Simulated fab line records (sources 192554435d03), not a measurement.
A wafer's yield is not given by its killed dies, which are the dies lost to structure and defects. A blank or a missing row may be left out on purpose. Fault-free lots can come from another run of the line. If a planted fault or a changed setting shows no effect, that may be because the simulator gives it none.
fab line records	flow n5Finfet
[record] lots = 7	wafers = 18	lastDay = 17
route steps=1938 shown SDB@370 DUMMY_REMOVAL@377 PASSIVATION@1936
lots untouched by any fault: they come from a run of this same line in which no faults occurred
startH: hours from the record's opening day to when the first of the lot's shown wafers began	waitH: hours from the lot's prior step to this one	" the same as in the row above	L1.1+2: a single row standing in for several wafers	- no value present, or no start provided	* or withheld: withheld	< > ~ a bound
route shown NAME@n: names a module that has steps shown in the file, with the first one's number in the route	usual: mean/standard deviation taken from wafers without a fault	same: alike in all rows	chamber/n: place in a boat	sites: the reading at each site	_std_site: the values' standard deviation	_edge_site: outer sites' mean less inner sites'	radiusMm: for every site, how far away it sits from the centre of the wafer	mask NAME#n: copy n	behind: the most recent tool/chamber to have shaped the wafer	hold: what put the lot on hold/how long, in hours/how the hold closed	device: transistor that didn't switch, given as n, p or np	end of line: tests run on the same wafers once the route is complete	for a step that has no rows: nothing shown but its recipe	killed: dies lost to structure and defects at the first sort, not the wafer's yield	map: a wafer's dies, x killed, . not, _ none there
set.NAME: the setting the step ran with; set.NAME@STEP: the setting that earlier step ran with	model.NAME: the simulator's own value behind a step, which no gauge read
lots at selected steps of the route; one table per step, one row per wafer
services: from which hour (startH, from the record's first day; less than 0 if before it) a tool's chamber was out of use, for how many hours, and why
[[steps]]
[step N5_SDB_PRECLEAN_38]
[recipe] chemistry = dHF	timeS = 10	dilution = 750:1	tempC = 25
[step N5_SDB_PRECLEAN_39]
[recipe] chemistry = O3/DIW	timeS = 45	tempC = 22	o3Ppm = 10
[step N5_SDB_SRD_28]
[recipe] dry = ipaMarangoni	timeS = 30	tempC = 23	rinseLiquid = diw
[step N5_SDB_ALD_29]
[recipe] material = SiNx	targetThkA = 300	tempC = 400	aldPrecursorFamily = SiH2I2	aldCoReactant = N2/H2-plasma	pulseTimeS = 1	aldCycles = 600	purgeTimeS = 2	coReactantPurgeTimeS = 2	pressureTorr = 2
[usual] chamberPressureTorr = 2.000/0.0043	heaterPowerW = 796/88	precursorPulseHeightRel = 0.999/0.019
lot.wafer	tool	chamber	startH	waitH	chamberPressureTorr	heaterPowerW	precursorPulseHeightRel
L269.1	aldSin-04	1	75.10	0.2	2.001	777	1.010
L269.4	"	0	"	"	1.998	721	0.972
L269.6	"	1	76.45	1.5	2.004	753	0.990
L271.1	aldSin-02	1	88.97	0.5	1.988	761	0.982
L271.2	"	0	"	"	2.005	674	1.012
L271.4	"	2	"	"	1.996	721	0.992
L277.1	aldSin-04	0	125.81	0.2	2.003	726	1.026
L277.4	"	1	"	"	1.996	764	0.993
L278.2	aldSin-04	0	129.15	0.8	1.994	738	1.021
L278.3	"	2	"	"	1.991	806	0.958
L278.5	"	3	130.50	2.1	2.003	957	1.005
L281.4	aldSin-01	1	148.67	1.4	1.998	916	0.987
L281.5	"	0	"	"	2.011	924	0.971
L282.1	aldSin-01	0	153.00	0.0	2.001	925	1.006
L282.4	"	1	154.35	1.4	2.003	931	1.005
L283.1	aldSin-01	0	155.86	0.1	1.997	947	1.021
L283.3	"	2	"	"	2.000	831	1.020
L283.6	"	1	157.21	1.4	2.002	919	1.022
[step N5_SDB_CMP_30]
[recipe] stopOn = poly-Si	tOverpolishS = 1.54	postCmpClean = alkalineBrush	downForcePsi = 4.1491	platenRpm = 51.796	padVelocityMS = 1.0306	targetThkNm = 30
[usual] motorCurrentA = 11.9/1.5	overpolishRunS = 1.540/0.0093	platenRpm = 51.80/0.039	timeToEndpointS = 17.0/2.2
lot.wafer	tool	chamber	startH	waitH	motorCurrentA	overpolishRunS	platenRpm	timeToEndpointS
L269.1	cmp-03	0	77.94	1.5	15.8	1.516	51.80	16.5
L269.4	"	1	"	"	12.5	1.525	51.83	16.3
L269.6	"	3	"	"	9.6	1.532	51.81	18.1
L271.1	cmp-04	0	91.71	1.4	10.1	1.539	51.81	20.3
L271.2	"	2	"	"	12.2	1.537	51.82	15.8
L271.4	"	3	"	"	13.4	1.549	51.79	17.8
L277.1	cmp-03	0	128.59	1.4	16.0	1.558	51.85	16.9
L277.4	"	2	"	"	12.8	1.537	51.77	15.8
L278.3	cmp-03	3	131.92	1.4	11.1	1.541	51.80	19.4
L278.2	"	1	"	"	12.4	1.542	51.83	18.2
L278.5	"	2	"	"	12.6	1.551	51.76	17.5
L281.4	cmp-03	0	150.08	0.1	17.1	1.537	51.85	12.5
L281.5	"	0	"	"	15.7	1.529	51.88	16.0
L282.4	cmp-04	2	155.73	0.0	12.0	1.543	51.85	16.8
L282.1	"	0	"	"	10.7	1.533	51.76	16.9
L283.3	cmp-01	3	158.63	1.4	10.6	1.543	51.82	22.3
L283.1	"	1	"	"	12.5	1.553	51.73	17.4
L283.6	"	3	"	"	10.7	1.534	51.81	21.2
[step N5_SDB_THK_MEAS_31]
[recipe] reads = a-Si_of_DUMMY_GATE_CVD_03
[usual] SDB_THK = 64.4/0.87
lot.wafer	tool	chamber	startH	waitH	SDB_THK[nm]
L269.1	filmMetro-01	-	78.16	-	64.0
L269.4	"	-	"	"	65.2
L269.6	"	-	"	"	66.2
L271.1	filmMetro-01	-	92.00	-	63.7
L271.2	"	-	"	"	64.8
L271.4	"	-	"	"	63.8
L277.1	filmMetro-02	-	128.89	-	64.1
L277.4	"	-	"	"	63.9
L278.2	filmMetro-02	-	132.17	-	63.4
L278.3	"	-	"	"	64.4
L278.5	"	-	"	"	63.7
L281.4	filmMetro-02	-	150.34	-	65.0
L281.5	"	-	"	"	65.0
L282.1	filmMetro-01	-	156.02	-	63.4
L282.4	"	-	"	"	64.8
L283.1	filmMetro-01	-	158.89	-	65.6
L283.3	"	-	"	"	65.5
L283.6	"	-	"	"	64.5
[step N5_SDB_INSPECT_36]
[recipe] inspectInstrument = darkfield	mode = postCmp
[usual] rawDefectCount = 35/20
lot.wafer	tool	chamber	startH	waitH	rawDefectCount
L269.1	defectInspect-02	-	78.18	0.0	19
L269.4	"	-	"	"	21
L269.6	"	-	"	"	37
L271.1	defectInspect-02	-	92.03	0.0	22
L271.2	"	-	"	"	37
L271.4	"	-	"	"	26
L277.1	defectInspect-01	-	128.91	0.0	34
L277.4	"	-	"	"	29
L278.2	defectInspect-01	-	132.20	0.0	30
L278.3	"	-	"	"	22
L278.5	"	-	"	"	29
L281.4	defectInspect-02	-	150.37	0.0	35
L281.5	"	-	"	"	32
L282.1	defectInspect-02	-	156.05	0.0	21
L282.4	"	-	"	"	34
L283.1	defectInspect-02	-	158.91	0.0	29
L283.3	"	-	"	"	36
L283.6	"	-	"	"	49
[step N5_DUMMY_REMOVAL_HM_STRIP_01]
[recipe] chemistry = CH3F/O2	material = SiNx	targetDepthA = 40	stopOn = poly-Si	timeS = 6.8	overEtchFrac = 0.3	ionEnergyEv = 60	powerW = 410	biasW = 29	Ar_flow_sccm = 150	CH3F_flow_sccm = 30	O2_flow_sccm = 20
[usual] chamberPressureMTorr = 30.005/0.027	drypumpMotorCurrentA = 5.7/0.37	oesProductAu = 0.62/0.055	rfVppV = 127.4/1	showerheadPlenumPTorr = 2.00/0.068	throttleValvePct = 16.51/0.2
lot.wafer	tool	chamber	startH	waitH	chamberPressureMTorr	drypumpMotorCurrentA	oesProductAu	rfHoursCounterH	rfVppV	showerheadPlenumPTorr	throttleValvePct
L269.1	rieDiel-03	0	78.42	0.2	30.008	5.4	0.63	148	128.5	2.01	16.41
L269.4	"	3	"	"	30.050	5.5	0.62	165	126.7	2.00	16.65
L269.6	"	3	"	"	30.003	5.5	0.63	-	127.0	2.00	16.65
L271.1	rieDiel-02	0	92.32	0.3	30.035	5.8	0.74	24	126.3	1.96	15.90
L271.2	"	3	"	"	29.987	5.0	0.55	247	125.9	1.90	16.90
L271.4	"	3	"	"	30.004	5.0	0.56	-	125.4	1.90	16.91
L277.1	rieDiel-02	2	128.95	0.0	30.019	5.6	0.59	180	127.2	1.99	16.64
L277.4	"	1	"	"	30.019	5.6	0.61	171	129.0	2.08	16.53
L278.2	rieDiel-03	1	132.23	0.0	29.966	5.9	0.58	241	126.2	1.88	16.72
L278.3	"	0	"	"	30.026	5.4	0.61	165	127.0	2.01	16.45
L278.5	"	2	"	"	30.007	5.3	0.62	-	128.5	2.00	16.57
L281.4	rieDiel-02	0	150.67	0.3	29.972	5.8	0.71	45	126.9	1.96	15.93
L281.5	"	3	"	"	29.968	5.1	0.78	-	128.5	2.15	16.43
L282.1	rieDiel-01	0	156.08	0.0	29.982	5.8	0.59	181	126.9	2.00	16.59
L282.4	"	2	"	"	30.011	5.5	0.60	160	127.3	2.06	16.61
L283.1	rieDiel-03	0	158.95	0.0	29.981	5.4	0.60	172	128.9	2.00	16.44
L283.3	"	1	"	"	30.026	5.9	0.57	249	127.5	1.88	16.74
L283.6	"	1	"	"	30.057	6.0	0.57	-	126.0	1.88	16.75
[step N5_DUMMY_REMOVAL_STRIP_10]
[recipe] chemistry = N2/H2	timeS = 40	powerW = 100	tempC = 40	pressureMtorr = 100	rfFrequencyHz = 6e+07	biasPowerW = 3	n2FlowSccm = 300	h2FlowSccm = 300
[usual] chamberPressureMTorr = 100.01/0.094	drypumpMotorCurrentA = 5.7/0.37	oesProductAu = 0.77/0.07	rfVppV = 45.1/0.77	showerheadPlenumPTorr = 3.38/0.1	throttleValvePct = 12.42/0.22
lot.wafer	tool	chamber	startH	waitH	chamberPressureMTorr	drypumpMotorCurrentA	oesProductAu	rfHoursCounterH	rfVppV	showerheadPlenumPTorr	throttleValvePct
L269.1	rieDiel-03	0	78.45	0.0	99.96	5.4	0.76	148	44.7	3.39	12.42
L269.4	"	3	"	"	99.97	5.5	0.76	165	44.6	3.36	12.53
L269.6	"	3	"	"	100.05	5.5	0.76	-	44.9	3.36	12.56
L271.1	rieDiel-02	0	92.36	0.0	100.01	5.8	0.91	24	45.8	3.33	11.79
L271.2	"	3	"	"	100.15	5.1	0.68	247	44.4	3.19	12.68
L271.4	"	3	"	"	100.03	5.0	0.68	-	45.2	3.19	12.69
L277.1	rieDiel-02	2	128.98	0.0	100.04	5.6	0.72	180	44.9	3.36	12.48
L277.4	"	1	"	"	100.04	5.6	0.75	171	45.4	3.51	12.43
L278.2	rieDiel-03	1	132.27	0.0	100.18	5.9	0.71	241	44.5	3.19	12.75
L278.3	"	0	"	"	100.13	5.4	0.76	165	46.3	3.39	12.44
L278.5	"	2	"	"	100.15	5.3	0.78	-	44.9	3.37	12.34
L281.4	rieDiel-02	0	150.70	0.0	100.02	5.8	0.87	45	45.2	3.31	11.86
L281.5	"	3	"	"	99.94	5.1	0.96	-	44.8	3.58	12.07
L282.1	rieDiel-01	0	156.12	0.0	100.03	5.7	0.72	181	45.6	3.38	12.48
L282.4	"	2	"	"	100.14	5.5	0.73	160	44.7	3.51	12.55
L283.1	rieDiel-03	0	158.98	0.0	99.99	5.4	0.75	172	45.4	3.38	12.45
L283.3	"	1	"	"	99.93	5.9	0.70	249	44.1	3.19	12.76
L283.6	"	1	"	"	99.93	5.9	0.69	-	44.8	3.19	12.77
[step N5_DUMMY_REMOVAL_PRECLEAN_07]
[recipe] chemistry = dHF	timeS = 30	tempC = 25	dilution = withheld
[step N5_DUMMY_REMOVAL_DUMMY_REMOVE_02]
[recipe] chemistry = TMAH	tempC = 70	target = poly-Si	stopOn = SiO2	targetDepthNm = 142	concWtPct = 5	timeS = 57	dry = ipaMarangoni	rinseTimeS = 30	rinseTempC = 23
[step N5_DUMMY_REMOVAL_INSPECT_06]
[recipe] inspectInstrument = brightfield	mode = aei
[usual] rawDefectCount = 11/4.7
lot.wafer	tool	chamber	startH	waitH	rawDefectCount
L269.1	defectInspect-02	-	78.61	0.0	9
L269.4	"	-	"	"	7
L269.6	"	-	"	"	11
L271.1	defectInspect-02	-	92.52	0.0	6
L271.2	"	-	"	"	14
L271.4	"	-	"	"	10
L277.1	defectInspect-02	-	129.14	0.0	13
L277.4	"	-	"	"	8
L278.2	defectInspect-02	-	132.43	0.0	8
L278.3	"	-	"	"	15
L278.5	"	-	"	"	10
L281.4	defectInspect-02	-	150.87	0.0	16
L281.5	"	-	"	"	16
L282.1	defectInspect-02	-	156.28	0.0	7
L282.4	"	-	"	"	9
L283.1	defectInspect-02	-	159.15	0.0	7
L283.3	"	-	"	"	11
L283.6	"	-	"	"	4
[step N5_DUMMY_REMOVAL_PRECLEAN_08]
[recipe] chemistry = NF3:NH3	afsCycles = 2	tempC = 30	timeS = 20	sublimationTempC = 180	sublimationTimeS = 60	pressureTorr = 3	rfPowerW = 30
[usual] timeS = 20/0
lot.wafer	tool	chamber	startH	waitH	timeS
L269.1	remotePlasma-02	1	78.65	0.0	20
L269.4	"	1	"	"	20
L269.6	"	1	"	"	20
L271.1	remotePlasma-01	1	92.56	0.0	20
L271.2	"	1	"	"	20
L271.4	"	1	"	"	20
L277.1	remotePlasma-01	0	129.18	0.0	17.865
L277.4	"	0	"	"	17.865
L278.2	remotePlasma-02	1	132.50	0.1	20
L278.3	"	1	"	"	20
L278.5	"	1	"	"	20
L281.4	remotePlasma-01	0	150.99	0.1	17.865
L281.5	"	0	"	"	20
L282.1	remotePlasma-01	1	156.32	0.0	17.865
L282.4	"	1	"	"	17.865
L283.1	remotePlasma-02	0	159.18	0.0	20
L283.3	"	0	"	"	20
L283.6	"	0	"	"	20
[step N5_DUMMY_REMOVAL_PRECLEAN_04]
[recipe] chemistry = DHF	timeS = 37	tempC = 25	dilution = 500:1
[step N5_PASSIVATION_PROBE_49]
[usual] killed_at_M0_to_M3 = 36/11	killed_at_M4_up = 14/5.2	killedAtContacts = 12/6.1	killedAtFrontEnd = 40/12	killedAtOther = 3.2/2.5	killedDies = 105/16	killedOpen = 68/12	killedShort = 35/8.7
[same] grossDies = 1180	killedAtBackSide = 0
lot.wafer	tool	chamber	startH	waitH	killed_at_M0_to_M3	killed_at_M4_up	killedAtContacts	killedAtFrontEnd	killedAtOther	killedDies	killedOpen	killedShort
L269.1	prober-02	-	307.91	0.0	36	25	7	19	5	92	57	32
L269.4	prober-02	-	308.06	0.2	26	15	9	17	3	70	47	21
L269.6	prober-02	-	308.16	0.3	41	20	9	24	2	96	59	36
L271.1	prober-02	-	325.56	0.0	30	5	10	39	5	89	55	30
L271.2	prober-02	-	325.61	0.1	39	6	27	50	3	125	90	33
L271.4	prober-02	-	325.71	0.2	27	8	16	35	1	87	59	27
L277.1	prober-01	-	355.23	0.0	30	12	7	60	0	109	75	23
L277.4	prober-01	-	355.38	0.2	32	9	16	42	1	100	71	28
L278.2	prober-02	-	362.53	0.1	38	13	12	36	7	106	74	28
L278.3	prober-02	-	362.58	0.1	49	6	8	34	5	102	57	44
L278.5	prober-02	-	362.68	0.2	35	15	11	68	1	130	77	49
// killed by level:class
L269.1 BEOL_M4:geometricParticle:open=11 BEOL_M3:geometricParticle:open=7 BEOL_M0_SAQP:geometricParticle:open=6 BEOL_M2:geometricParticle:open=6 BEOL_M4:geometricParticle:short=6 MOL_CONTACT_COAG:geometricParticle:open=5 BEOL_M0_SAQP:geometricParticle:short=5 BEOL_M2:geometricParticle:short=5
L269.4 MOL_CONTACT_COAG:geometricParticle:open=8 BEOL_M4:geometricParticle:open=7 BEOL_M0_SAQP:geometricParticle:short=6 BEOL_M3:geometricParticle:open=6 BEOL_M0_SAQP:geometricParticle:open=5 DUMMY_GATE:geometricParticle:open=4 FIN_SAQP:geometricParticle:short=3 STI_FIN_REVEAL:geometricParticle:open=3
L269.6 BEOL_M0_SAQP:geometricParticle:open=10 BEOL_M4:geometricParticle:open=8 FIN_SAQP:geometricParticle:short=6 MOL_CONTACT_COAG:geometricParticle:open=6 BEOL_M2:geometricParticle:open=6 BEOL_M3:geometricParticle:open=5 BEOL_M2:geometricParticle:short=5 DUMMY_GATE:geometricParticle:open=4
L271.1 BEOL_M1:geometricParticle:open=11 GATE_CUT:geometricParticle:short=9 FIN_SAQP:geometricParticle:open=8 MOL_CONTACT_COAG:geometricParticle:open=8 BEOL_M2:geometricParticle:open=7 GATE_CUT:geometricParticle:open=6 FIN_SAQP:geometricParticle:short=5 BEOL_M0_SAQP:geometricParticle:short=3
L271.2 MOL_CONTACT_COAG:geometricParticle:open=24 FIN_SAQP:geometricParticle:open=20 BEOL_M0_SAQP:geometricParticle:short=9 BEOL_M0_SAQP:geometricParticle:open=8 STI_FIN_REVEAL:geometricParticle:open=8 BEOL_M2:geometricParticle:open=7 BEOL_M0:geometricParticle:open=6 FIN_SAQP:geometricParticle:short=5
L271.4 MOL_CONTACT_COAG:geometricParticle:open=13 FIN_SAQP:geometricParticle:open=11 GATE_CUT:geometricParticle:short=10 BEOL_M1:geometricParticle:open=7 BEOL_M0_SAQP:geometricParticle:open=6 BEOL_M2:geometricParticle:open=5 MOL_CONTACT_COAG:geometricParticle:short=3 BEOL_M0_SAQP:geometricParticle:short=3
L277.1 FIN_SAQP:geometricParticle:open=16 BEOL_M1:geometricParticle:open=11 DUMMY_GATE:geometricParticle:open=9 HKMG_FIN:areaEtch=8 MOL_CONTACT_COAG:geometricParticle:open=7 FIN_SAQP:geometricParticle:short=6 BEOL_M0:geometricParticle:open=6 STARTING-WAFER:geometricParticle:open=5
L277.4 MOL_CONTACT_COAG:geometricParticle:open=12 BEOL_M0:geometricParticle:open=11 DUMMY_GATE:geometricParticle:open=9 BEOL_M4:geometricParticle:open=7 FIN_SAQP:geometricParticle:open=6 BEOL_M2:geometricParticle:open=6 GATE_CUT:geometricParticle:short=5 BEOL_M3:geometricParticle:open=5
L278.2 BEOL_M2:geometricParticle:open=16 BEOL_M0_SAQP:geometricParticle:open=13 FIN_SAQP:geometricParticle:open=11 MOL_CONTACT_COAG:geometricParticle:open=11 BEOL_M0_SAQP:geometricParticle:short=6 STI_FIN_REVEAL:geometricParticle:open=5 STARTING-WAFER:geometricParticle:short=5 FIN_SAQP:geometricParticle:short=4
L278.3 BEOL_M0_SAQP:geometricParticle:short=15 BEOL_M0_SAQP:geometricParticle:open=12 BEOL_M2:geometricParticle:open=11 FIN_SAQP:geometricParticle:short=7 FIN_SAQP:geometricParticle:open=6 ILD0:geometricParticle:short=5 BEOL_M3:geometricParticle:open=5 GATE_CUT:geometricParticle:short=4
L278.5 FIN_SAQP:geometricParticle:open=27 FIN_SAQP:geometricParticle:short=17 BEOL_M1:geometricParticle:open=9 MOL_CONTACT_COAG:geometricParticle:open=8 BEOL_M0_SAQP:geometricParticle:short=7 BEOL_M2:geometricParticle:open=6 ILD0:geometricParticle:short=5 BEOL_M4:geometricParticle:open=5
[[services]]
tool	chamber	startH	hours	kind
aldSin-01	-	51.41	6.0	pm
aldSin-02	1	52.60	10.5	repair
aldSin-02	2	56.36	11.4	repair
rieDiel-01	1	60.30	3.8	repair
aldSin-01	1	61.03	4.4	repair
cmp-01	-	62.17	8.9	pm
cmp-04	-	62.63	4.0	pm
rieDiel-03	2	73.79	3.4	repair
aldSin-01	3	76.17	3.8	repair
cmp-04	-	79.78	5.6	pm
aldSin-01	-	85.44	14.0	pm
rieDiel-02	2	88.89	6.0	repair
cmp-03	-	91.35	1.0	repair
rieDiel-03	0	96.09	2.1	repair
rieDiel-02	3	99.93	-	clean
rieDiel-02	3	99.93	-	consumableReplace:focusRing
rieDiel-02	3	99.93	-	consumableReplace:showerhead
remotePlasma-02	-	100.73	10.1	repair
cmp-01	-	113.90	7.3	pm
aldSin-04	-	118.54	6.1	pm
rieDiel-03	1	123.37	2.8	repair
rieDiel-01	1	129.06	5.2	repair
rieDiel-01	1	149.61	2.3	repair
rieDiel-01	2	150.61	2.8	repair
[[key]]
[firstSign] step = N5_DUMMY_REMOVAL_PRECLEAN_08	reading = timeS	direction = down	sigmas = 99+	usual = *	struck = *
effect none on later readings
metAt N5_DUMMY_REMOVAL_PRECLEAN_08
struckWafers L277.1,L277.4,L281.4,L282.1,L282.4
testerLeftOut L277,L281,L282
onsetBetween 92.56 129.18
[fault] kind = processParameterDrift	tool = remotePlasma-01	chamber = -	onsetH = 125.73	steps = N5_DUMMY_REMOVAL_PRECLEAN_08	channel = timeS	offset = *	shape = step	endH = 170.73	scope = struckWafersOnly	actsIn = *	stated = *
// testerLeftOut: of these lots the tester's yield and bins aren't shown, on N5 and GAA mostly nor the transistor test; their killed dies are dies lost to structure and defects alone, not to doping, threshold or leakage, so they don't give the yield
